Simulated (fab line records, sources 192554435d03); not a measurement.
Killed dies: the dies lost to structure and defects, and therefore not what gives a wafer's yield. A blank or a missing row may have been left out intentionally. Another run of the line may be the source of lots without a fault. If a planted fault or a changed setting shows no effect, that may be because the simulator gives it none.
fab line records + flow n5-finfet
[record]
- lots = 4
- wafers = 12
- last-day = 15
route steps=1938 shown HKMG_FIN@402 BEOL_M4@1111 PASSIVATION@1936
lots that met no fault: from a run of the same line without faults
start-h: start of the lot's first displayed wafer, in hours after the record's first day + wait-h: hours elapsed since this lot's preceding step + " repeats the value in the row above + L1.1+2: a row that stands for several wafers + - no value, or no start was given + * or withheld: withheld + < > ~ a bound
route shown NAME@n: a module of which the file shows steps, and the number in the route of the first + usual: mean and standard deviation over wafers with no fault + same: alike in all rows + chamber/n: place in a boat + sites: each site's reading + _std_site: standard deviation across them + _edge_site: the outer-site mean with the inner-site mean subtracted + radius-mm: for every site, how far away it sits from the centre of the wafer + mask NAME#n: copy n + behind: the most recent tool/chamber to have shaped the wafer + hold: reason for holding the lot/hours on hold/outcome of the hold + device: the n, p or np transistor that did not switch + end of line: tests run on the same wafers once the route is complete + step lacking rows: just its recipe + killed: dies lost to structure and defects at the first sort, not the wafer's yield + map: the dies of a wafer, with x for killed, . for not killed, _ for no die there
set.NAME: the setting the step ran with; set.NAME@STEP: the setting that earlier step ran with + model.NAME: the simulator's own value behind a step, which no gauge read
certain route steps with their lots: each step a table, each wafer a row
[[steps]]
[step N5_HKMG_FIN_ETCH_54]
[recipe]
- chemistry = CF4
- target = SiARC
- target-depth-a = 455
- mask-material = CAR-ArF
- time-s = 75.8
- ion-energy-ev = 80
- pressure-mtorr = 40
- source-w = 545
- bias-w = 36
- Ar_flow_sccm = 100
- cf4-flow-sccm = 100
- ends = cleared
[step N5_HKMG_FIN_ETCH_55]
[recipe]
- chemistry = N2/H2
- target = SOC
- target-depth-a = 2400
- temp-c = 40
- time-s = 300
- ion-energy-ev = 200
- mask-material = SiARC
- pressure-mtorr = 30
- source-w = 840
- bias-w = 150
- n2-flow-sccm = 200
- h2-flow-sccm = 200
[step N5_HKMG_FIN_STRIP_56]
[recipe]
- chemistry = N2/H2
- temp-c = 40
- n2-flow-sccm = 200
- h2-flow-sccm = 200
- rf-frequency-hz = 6e+07
[step N5_HKMG_FIN_STRIP_57]
[recipe]
- chemistry = CF4
- resist = SiARC
- power-w = 300
- bias-power-w = 75
- pressure-mtorr = 50
- cf4-flow-sccm = 150
- rf-frequency-hz = 6e+07
[step N5_HKMG_FIN_ETCH_58]
[recipe]
- chemistry = N2/H2
- target = SOC
- target-depth-a = 2158
- ion-energy-ev = 50
- bias-w = 13
- time-s = 741
- pressure-mtorr = 30
- source-w = 875
- n2-flow-sccm = 200
- h2-flow-sccm = 200
[step N5_HKMG_FIN_STRIP_93]
[recipe]
- chemistry = N2/H2
- material = SOC
- time-s = 20
- power-w = 500
- temp-c = 40
- pressure-mtorr = 50
- rf-frequency-hz = 6e+07
- bias-power-w = 8
- h2-frac = 0.5
- n2-flow-sccm = 300
- h2-flow-sccm = 300
[step N5_HKMG_FIN_WET_ETCH_76]
[recipe]
- chemistry = dNH4OH
- mix = 1:50
- temp-c = 25
- target = Al2O3
- stop-on = La2O3
- target-depth-nm = 2.25
- dry = ipa-marangoni
- rinse-time-s = 30
- rinse-temp-c = 23
[step N5_HKMG_FIN_STRIP_60]
[recipe]
- chemistry = N2/H2
- power-w = 2500
- temp-c = 300
- h2-frac = 0.65
- time-s = 360
- pressure-mtorr = withheld
- n2-flow-sccm = 1750
- h2-flow-sccm = 3250
[step N5_HKMG_FIN_WET_ETCH_77]
[recipe]
- chemistry = dHCl
- mix = 1:10000
- temp-c = 25
- target = La2O3
- stop-on = HfO2
- target-depth-nm = 2
[step N5_HKMG_FIN_WET_ETCH_78]
[recipe]
- chemistry = dNH4OH
- mix = 1:50
- temp-c = 25
- target = Al2O3
- stop-on = La2O3
- target-depth-nm = 4.5
- dry = ipa-marangoni
- rinse-time-s = 30
- rinse-temp-c = 23
[step N5_HKMG_FIN_ALD_79]
[recipe]
- material = TiN
- target-thk-a = 15
- temp-c = 400
- ald-precursor-family = TiCl4
- ald-co-reactant = NH3
- pulse-time-s = 1
- purge-time-s = 3
- co-reactant-purge-time-s = 2
- co-reactant-pulse-time-s = 2
- ald-cycles = 68
- pressure-torr = 3
[step N5_HKMG_FIN_CVD_62]
[recipe]
- material = a-Si
- target-thk-a = 30
- temp-c = 500
- precursor = Si2H6
- pressure-torr = 1
- time-s = 20.8
[step N5_HKMG_FIN_RTA_80]
[recipe]
- temp-c = withheld
- time-s = 2
- ambient = N2
- idle-temp-c = 600
- ramp-up-c-per-s = 150
- ramp-down-c-per-s = 60
- cool-to-c = 600
| lot.wafer  | tool          | chamber | start-h | wait-h |
|------------|---------------|---------|---------|--------|
| L647.1+2+3 | rtp-anneal-02 | 0       | 93.01   | 0.1    |
| L648.2+5+6 | rtp-anneal-02 | 0       | 112.75  | 0.1    |
| L655.4+5+6 | rtp-anneal-02 | 0       | 136.83  | 0.1    |
| L656.1+2+3 | rtp-anneal-02 | 0       | 152.92  | 0.1    |
[step N5_HKMG_FIN_PRECLEAN_64]
[recipe]
- chemistry = dHF
- time-s = 30
- temp-c = 25
- dilution = withheld
[step N5_HKMG_FIN_WET_ETCH_65]
[recipe]
- chemistry = TMAH
- temp-c = 70
- conc-wt-pct = 5
- target = a-Si
- stop-on = TiN
- time-s = 49
- target-depth-nm = 3
[step N5_HKMG_FIN_WET_ETCH_81]
[recipe]
- chemistry = SC1
- target = TiN
- stop-on = HfO2
- mix = 1:1:5
- temp-c = 60
- time-s = 57
- target-depth-nm = 6
[step N5_HKMG_FIN_WET_ETCH_82]
[recipe]
- chemistry = dHCl
- mix = 1:10000
- temp-c = 25
- target = La2O3
- stop-on = HfO2
- target-depth-nm = 2
- dry = ipa-marangoni
- rinse-time-s = 30
- rinse-temp-c = 23
[step N5_HKMG_FIN_ALD_36]
[recipe]
- material = TiN
- target-thk-a = 10
- temp-c = 400
- ald-precursor-family = TiCl4
- ald-co-reactant = NH3
- pulse-time-s = 1
- purge-time-s = 3
- co-reactant-purge-time-s = 2
- co-reactant-pulse-time-s = 2
- ald-cycles = 47
- pressure-torr = 3
[step N5_HKMG_FIN_PWFM_ALD_03]
[recipe]
- material = TiN
- target-thk-a = 20
- temp-c = 400
- ald-precursor-family = TiCl4
- ald-co-reactant = NH3
- pulse-time-s = 1
- purge-time-s = 3
- co-reactant-purge-time-s = 2
- co-reactant-pulse-time-s = 2
- ald-cycles = 91
- pressure-torr = 3
[step N5_HKMG_FIN_COAT_29]
[recipe]
- resist = SOC
- temp-c = 250
- time-s = 60
- spin-rpm = 1500
- resist-thk-nm = 300
[step N5_HKMG_FIN_COAT_30]
[recipe]
- resist = SiARC
- temp-c = 220
- time-s = 60
- spin-rpm = 1500
- resist-thk-nm = 35
[step N5_HKMG_FIN_COAT_06]
[recipe]
- resist = CAR-ArF
- spin-rpm = 1500
- resist-thk-nm = 90
[step N5_HKMG_FIN_EBR_08]
[recipe]
- solvent = PGMEA
- ebr-width-mm = 1.5
[step N5_HKMG_FIN_SOFTBAKE_07]
[recipe]
- temp-c = 110
- time-s = 60
- resist = CAR-ArF
[step N5_HKMG_FIN_EXPOSE_09]
[recipe]
- mask-id = NWFM
- na = 1.35
- source-shape = conventional
- sigma-outer = 0.8
- polarization = unpolarized
- dose-mj = 39.25
[step N5_HKMG_FIN_PEB_10]
[recipe]
- peb-temp-c = withheld
- peb-time-s = 60
- resist = CAR-ArF
[step N5_HKMG_FIN_DEVELOP_11]
[recipe]
- develop-time-s = 30
- developer = TMAH
- resist = CAR-ArF
- dev-temp-c = 23
- rinse-liquid = diw
- dry = air-spin
[step N5_HKMG_FIN_DESCUM_17]
[recipe]
- chemistry = O2
- time-s = 7.9
- source-power-w = 50
- bias-power-w = 20
- pressure-mtorr = 20
- rf-frequency-hz = 2.712e+07
- temp-c = 40
- resist = CAR-ArF
- o2-flow-sccm = 225
[step N5_HKMG_FIN_ETCH_31]
[recipe]
- chemistry = CF4
- target = SiARC
- target-depth-a = 455
- mask-material = CAR-ArF
- time-s = 75.8
- ion-energy-ev = 80
- pressure-mtorr = 40
- source-w = 545
- bias-w = 36
- Ar_flow_sccm = 100
- cf4-flow-sccm = 100
- ends = cleared
[step N5_HKMG_FIN_ETCH_32]
[recipe]
- chemistry = N2/H2
- target = SOC
- target-depth-a = 2400
- temp-c = 40
- time-s = 300
- ion-energy-ev = 200
- mask-material = SiARC
- pressure-mtorr = 30
- source-w = 840
- bias-w = 150
- n2-flow-sccm = 200
- h2-flow-sccm = 200
[step N5_HKMG_FIN_STRIP_33]
[recipe]
- chemistry = N2/H2
- temp-c = 40
- n2-flow-sccm = 200
- h2-flow-sccm = 200
- rf-frequency-hz = 6e+07
[step N5_HKMG_FIN_STRIP_34]
[recipe]
- chemistry = CF4
- resist = SiARC
- power-w = 300
- bias-power-w = 75
- pressure-mtorr = 50
- cf4-flow-sccm = 150
- rf-frequency-hz = 6e+07
[step N5_HKMG_FIN_ETCH_35]
[recipe]
- chemistry = N2/H2
- target = SOC
- target-depth-a = 2158
- ion-energy-ev = 65
- bias-w = 5
- source-w = 3000
- time-s = 243.4
- pressure-mtorr = 30
- n2-flow-sccm = 200
- h2-flow-sccm = 200
[step N5_HKMG_FIN_STRIP_92]
[recipe]
- chemistry = N2/H2
- material = SOC
- time-s = 20
- power-w = 500
- temp-c = 40
- pressure-mtorr = 50
- rf-frequency-hz = 6e+07
- bias-power-w = 8
- h2-frac = 0.5
- n2-flow-sccm = 300
- h2-flow-sccm = 300
[step N5_HKMG_FIN_WET_ETCH_18]
[recipe]
- chemistry = SC1
- target = TiN
- mix = 1:1:5
- temp-c = *
- time-s = 55
- target-depth-nm = 5.2
- dry = ipa-marangoni
- rinse-time-s = 30
- rinse-temp-c = 23
[step N5_HKMG_FIN_STRIP_19]
[recipe]
- chemistry = N2/H2
- power-w = 2500
- temp-c = 300
- h2-frac = 0.65
- time-s = 360
- pressure-mtorr = withheld
- n2-flow-sccm = 1750
- h2-flow-sccm = 3250
[step N5_HKMG_FIN_ALD_91]
[recipe]
- material = TiN
- target-thk-a = 10
- temp-c = 400
- ald-precursor-family = TiCl4
- ald-co-reactant = NH3
- pulse-time-s = 1
- purge-time-s = 3
- co-reactant-purge-time-s = 2
- co-reactant-pulse-time-s = 2
- ald-cycles = 47
- pressure-torr = 3
[step N5_HKMG_FIN_COAT_85]
[recipe]
- resist = SOC
- temp-c = 250
- time-s = 60
- spin-rpm = 1500
- resist-thk-nm = 300
[step N5_BEOL_M4_RC_MEAS_101]
[usual]
- DIBL_N = 36.2/1.2
- DIBL_P = 36.3/1.3
- IOFF_N = 0.155/0.019
- IOFF_P = 0.210/0.029
- IOFF_P_LONG = 0.000105/8.9e-06
- ION_N = 677/8.6
- ION_P = 465/6.8
- SS_N = 71.4/0.48
- SS_P = 73.2/0.53
- VT_N = 249.9/2.4
- VT_N_LVT = 99.0/2.1
- VT_P = -250/3.2
- VT_P_LONG = -276/3.3
| lot.wafer | tool      | chamber | start-h | wait-h | DIBL_N[mV/V] | DIBL_P[mV/V] | IOFF_N[nA/um] | IOFF_P[nA/um] | IOFF_P_LONG[nA/um] | ION_N[uA/um] | ION_P[uA/um] | SS_N[mV/dec] | SS_P[mV/dec] | VT_N[mV] | VT_N_LVT[mV] | VT_P[mV] | VT_P_LONG[mV] |
|-----------|-----------|---------|---------|--------|--------------|--------------|---------------|---------------|--------------------|--------------|--------------|--------------|--------------|----------|--------------|----------|---------------|
| L647.1    | prober-01 | 0       | 187.68  | 0.0    | 33.5         | 33.4         | 0.115         | 0.167         | 0.000107           | 666          | 460          | 70.0         | 72.9         | 253.5    | 105.0        | -253     | -276          |
| L647.2    | "         | 0       | "       | "      | 36.2         | 37.8         | 0.177         | 0.238         | 0.000104           | 681          | 471          | 71.1         | 73.6         | 249.4    | 98.0         | -249     | -276          |
| L647.3    | "         | 0       | "       | "      | 34.9         | 35.6         | 0.138         | 0.198         | 0.000105           | 680          | 468          | 70.9         | 73.4         | 252.1    | 102.5        | -249     | -274          |
| L648.2    | prober-02 | 0       | 200.03  | 0.2    | 38.0         | 38.4         | 0.185         | 0.254         | 0.000109           | 685          | 472          | 71.4         | 72.6         | 246.1    | 97.8         | -247     | -274          |
| L648.5    | "         | 0       | "       | "      | 37.1         | 38.0         | 0.169         | 0.241         | 0.000104           | 667          | 463          | 72.7         | 73.4         | 250.9    | 99.6         | -249     | -276          |
| L648.6    | "         | 0       | "       | "      | 37.2         | 37.1         | 0.164         | 0.226         | 0.000105           | 669          | 467          | 71.2         | 73.3         | 249.6    | 98.9         | -247     | -275          |
| L655.4    | prober-01 | 0       | 254.03  | 0.5    | 37.9         | 37.4         | 0.193         | 0.170         | 8.4e-05            | 684          | 455          | 71.9         | 73.6         | 246.5    | 85.0         | -258     | -280          |
| L655.5    | "         | 0       | "       | "      | 38.3         | 37.8         | 0.213         | 0.181         | 8.5e-05            | 690          | 456          | 71.9         | 74.4         | 245.0    | 82.3         | -258     | -284          |
| L655.6    | "         | 0       | "       | "      | 35.6         | 34.6         | 0.152         | 0.139         | 8.5e-05            | 663          | 446          | 71.4         | 72.6         | 248.2    | 86.9         | -261     | -282          |
| L656.1    | prober-01 | 0       | 261.21  | 0.0    | 36.5         | 35.9         | 0.155         | 0.132         | 7.3e-05            | 678          | 450          | 71.5         | 73.1         | 250.3    | 87.4         | -262     | -287          |
| L656.2    | "         | 0       | "       | "      | 38.5         | 38.3         | 0.180         | 0.152         | 7.9e-05            | 669          | 441          | 71.6         | 73.2         | 248.7    | 86.4         | -260     | -284          |
| L656.3    | "         | 0       | "       | "      | 38.7         | 38.0         | 0.177         | 0.152         | 7.7e-05            | 673          | 445          | 72.4         | 73.5         | 248.9    | 87.3         | -260     | -287          |
[step N5_PASSIVATION_PROBE_49]
[usual]
- defect-limited-yield = 91.2/1.4
- killed_at_M0_to_M3 = 34/10
- killed_at_M4_up = 13/5.1
- killed-at-contacts = 12/6.5
- killed-at-front-end = 41/11
- killed-at-other = 4/3.3
- killed-dies = 104/16
- killed-open = 69/13
- killed-short = 33/7
- sort_bin_5_function = 5.1/0.91
- sort_bin_6_memory = 3.3/0.69
- sort_bin_8_speed = 0/0
- sort-n-pass = 1076/16
- sort-yield-pct = 91.2/1.4
[same]
- gross-dies = 1180
- killed-at-back-side = 0
- sort_bin_4_leakage[%] = 0
| lot.wafer | tool      | chamber | start-h | wait-h | defect-limited-yield[%] | killed_at_M0_to_M3 | killed_at_M4_up | killed-at-contacts | killed-at-front-end | killed-at-other | killed-dies | killed-open | killed-short | sort_bin_5_function[%] | sort_bin_6_memory[%] | sort_bin_8_speed[%] | sort-n-pass | sort-yield-pct[%] |
|-----------|-----------|---------|---------|--------|-------------------------|--------------------|-----------------|--------------------|---------------------|-----------------|-------------|-------------|--------------|------------------------|----------------------|---------------------|-------------|-------------------|
| L647.1    | prober-02 | -       | 298.40  | 0.0    | 91.9                    | 19                 | 16              | 6                  | 54                  | 1               | 96          | 66          | 28           | 5.7                    | 2.1                  | 0                   | 1084        | 91.9              |
| L647.2    | prober-02 | -       | 298.45  | 0.1    | 90.2                    | 35                 | 13              | 10                 | 53                  | 5               | 116         | 83          | 30           | 6.1                    | 3.5                  | 0                   | 1064        | 90.2              |
| L647.3    | prober-02 | -       | 298.50  | 0.1    | 91.9                    | 31                 | 15              | 8                  | 34                  | 7               | 95          | 57          | 34           | 4.4                    | 3.1                  | 0                   | 1085        | 91.9              |
| L648.2    | prober-01 | -       | 312.29  | 0.1    | 92.9                    | 35                 | 12              | 6                  | 29                  | 2               | 84          | 61          | 23           | 4.2                    | 2.6                  | 0                   | 1096        | 92.9              |
| L648.5    | prober-01 | -       | 312.44  | 0.2    | 90.8                    | 46                 | 14              | 4                  | 42                  | 2               | 108         | 74          | 34           | 5.3                    | 3.7                  | 0                   | 1072        | 90.8              |
| L648.6    | prober-01 | -       | 312.49  | 0.3    | 89.2                    | 39                 | 23              | 20                 | 43                  | 2               | 127         | 76          | 49           | 6.1                    | 4.2                  | 0                   | 1053        | 89.2              |
| L655.4    | prober-02 | -       | 356.74  | 0.2    | 91.0                    | 42                 | 12              | 5                  | 46                  | 1               | 106         | 63          | 37           | 4.8                    | 3.2                  | 0                   | 1074        | 91.0              |
| L655.5    | prober-02 | -       | 356.79  | 0.2    | 91.0                    | 35                 | 24              | 15                 | 32                  | 0               | 106         | 72          | 34           | 5.3                    | 3.5                  | 0                   | 1074        | 91.0              |
| L655.6    | prober-02 | -       | 356.84  | 0.3    | 91.0                    | 33                 | 15              | 17                 | 40                  | 1               | 106         | 89          | 17           | 6.1                    | 2.8                  | 0.08                | 1073        | 90.9              |
| L656.1    | prober-01 | -       | 357.96  | 0.0    | 94.0                    | 27                 | 8               | 4                  | 27                  | 5               | 71          | 37          | 33           | 3.6                    | 2.4                  | 0                   | 1109        | 94.0              |
| L656.2    | prober-01 | -       | 358.01  | 0.1    | 91.4                    | 41                 | 12              | 9                  | 33                  | 6               | 101         | 62          | 36           | 5.0                    | 3.1                  | 0.17                | 1077        | 91.3              |
| L656.3    | prober-01 | -       | 358.06  | 0.1    | 90.1                    | 42                 | 14              | 8                  | 51                  | 2               | 117         | 72          | 36           | 5.4                    | 3.6                  | 0                   | 1063        | 90.1              |
// killed by level:class
L647.1 STI_FIN_REVEAL:geometric-particle:open=19 FIN_SAQP:geometric-particle:open=12 BEOL_M4:geometric-particle:open=10 BEOL_M0_SAQP:geometric-particle:short=9 FIN_SAQP:geometric-particle:short=8 DUMMY_GATE:geometric-particle:open=6 MOL_CONTACT_COAG:geometric-particle:open=6 BEOL_M2:geometric-particle:open=6
L647.2 FIN_SAQP:geometric-particle:open=20 BEOL_M2:geometric-particle:open=11 FIN_SAQP:geometric-particle:short=10 BEOL_M0_SAQP:geometric-particle:open=10 BEOL_M0_SAQP:geometric-particle:short=8 STI_FIN_REVEAL:geometric-particle:open=7 MOL_CONTACT_COAG:geometric-particle:open=7 BEOL_M4:geometric-particle:open=6
L647.3 BEOL_M4:geometric-particle:open=10 BEOL_M2:geometric-particle:open=8 BEOL_M0_SAQP:geometric-particle:open=8 BEOL_M0_SAQP:geometric-particle:short=8 STI_FIN_REVEAL:geometric-particle:open=7 FIN_SAQP:geometric-particle:short=6 MOL_CONTACT_COAG:geometric-particle:open=6 FIN_SAQP:geometric-particle:open=5
L648.2 BEOL_M2:geometric-particle:open=8 FIN_SAQP:geometric-particle:open=7 BEOL_M0_SAQP:geometric-particle:open=7 BEOL_M1:geometric-particle:open=7 MOL_CONTACT_COAG:geometric-particle:open=6 BEOL_M0_SAQP:geometric-particle:short=6 GATE_CUT:geometric-particle:short=5 STI_FIN_REVEAL:geometric-particle:open=4
L648.5 FIN_SAQP:geometric-particle:short=11 BEOL_M2:geometric-particle:open=10 BEOL_M3:geometric-particle:open=9 BEOL_M1:geometric-particle:open=8 BEOL_M0_SAQP:geometric-particle:open=7 FIN_SAQP:geometric-particle:open=6 DUMMY_GATE:geometric-particle:open=6 STI_FIN_REVEAL:geometric-particle:open=5
L648.6 MOL_CONTACT_COAG:geometric-particle:open=17 FIN_SAQP:geometric-particle:short=16 BEOL_M1:geometric-particle:open=13 FIN_SAQP:geometric-particle:open=10 BEOL_M0_SAQP:geometric-particle:short=9 BEOL_M4:geometric-particle:open=5 STARTING-WAFER:geometric-particle:open=5 GATE_CUT:geometric-particle:short=4
L655.4 BEOL_M1:geometric-particle:open=13 BEOL_M0_SAQP:geometric-particle:short=11 FIN_SAQP:geometric-particle:short=10 STI_FIN_REVEAL:geometric-particle:open=8 BEOL_M0_SAQP:geometric-particle:open=8 FIN_SAQP:geometric-particle:open=7 BEOL_M4:geometric-particle:open=6 HKMG_FIN:area-etch=6
L655.5 BEOL_M4:geometric-particle:open=14 BEOL_M3:geometric-particle:open=12 MOL_CONTACT_COAG:geometric-particle:open=11 FIN_SAQP:geometric-particle:short=7 BEOL_M1:geometric-particle:open=6 FIN_SAQP:geometric-particle:open=5 STARTING-WAFER:geometric-particle:short=5 STI_FIN_REVEAL:geometric-particle:open=4
L655.6 MOL_CONTACT_COAG:geometric-particle:open=16 STI_FIN_REVEAL:geometric-particle:open=12 BEOL_M4:geometric-particle:open=12 BEOL_M3:geometric-particle:open=11 BEOL_M2:geometric-particle:open=9 FIN_SAQP:geometric-particle:open=6 BEOL_M0_SAQP:geometric-particle:open=6 DUMMY_GATE:geometric-particle:open=4
L656.1 BEOL_M2:geometric-particle:open=8 BEOL_M3:geometric-particle:open=8 FIN_SAQP:geometric-particle:short=5 STARTING-WAFER:geometric-particle:short=5 BEOL_M4:geometric-particle:open=4 FIN_SAQP:geometric-particle:open=3 STI_FIN_REVEAL:geometric-particle:open=3 GATE_CUT:geometric-particle:short=3
L656.2 BEOL_M0_SAQP:geometric-particle:short=15 BEOL_M0_SAQP:geometric-particle:open=12 FIN_SAQP:geometric-particle:open=9 MOL_CONTACT_COAG:geometric-particle:open=8 BEOL_M1:geometric-particle:open=5 BEOL_M3:geometric-particle:open=5 STI_FIN_REVEAL:geometric-particle:open=4 DUMMY_GATE:geometric-particle:open=4
L656.3 BEOL_M0_SAQP:geometric-particle:open=11 BEOL_M1:geometric-particle:open=10 DUMMY_GATE:geometric-particle:open=8 FIN_SAQP:geometric-particle:open=7 MOL_CONTACT_COAG:geometric-particle:open=7 HKMG_FIN:area-etch=7 BEOL_M3:geometric-particle:open=6 STI_FIN_REVEAL:geometric-particle:open=5
[[key]]
[first-sign]
- step = N5_BEOL_M4_RC_MEAS_101
- reading = VT_N_LVT
- direction = down
- sigmas = 6.1
- usual = 99.0
- struck = 85.9
[effect]
- step = N5_BEOL_M4_RC_MEAS_101
- reading = VT_P
- direction = down
- sigmas = 3.1
- usual = -250
- struck = -260
[effect]
- step = N5_BEOL_M4_RC_MEAS_101
- reading = IOFF_P_LONG
- direction = down
- sigmas = 2.8
- usual = 0.000105
- struck = 8e-05
[effect]
- step = N5_BEOL_M4_RC_MEAS_101
- reading = VT_P_LONG
- direction = down
- sigmas = 2.6
- usual = -276
- struck = -284
[effect]
- step = N5_BEOL_M4_RC_MEAS_101
- reading = ION_P
- direction = down
- sigmas = 2.4
- usual = 465
- struck = 449
[effect]
- step = N5_BEOL_M4_RC_MEAS_101
- reading = IOFF_P
- direction = down
- sigmas = 2
- usual = 0.210
- struck = 0.154
- wafers-moved = 5
met-at N5_HKMG_FIN_RTA_80
struck-wafers L655.4,L655.5,L655.6,L656.1,L656.2,L656.3
onset-between 112.75 136.83
also-fits time
[fault]
- kind = process-parameter-drift
- tool = rtp-anneal-02
- chamber = -
- onset-h = 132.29
- steps = N5_HKMG_FIN_RTA_80
- channel = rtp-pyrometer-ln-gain
- offset = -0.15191
- shape = step
- end-h = 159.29
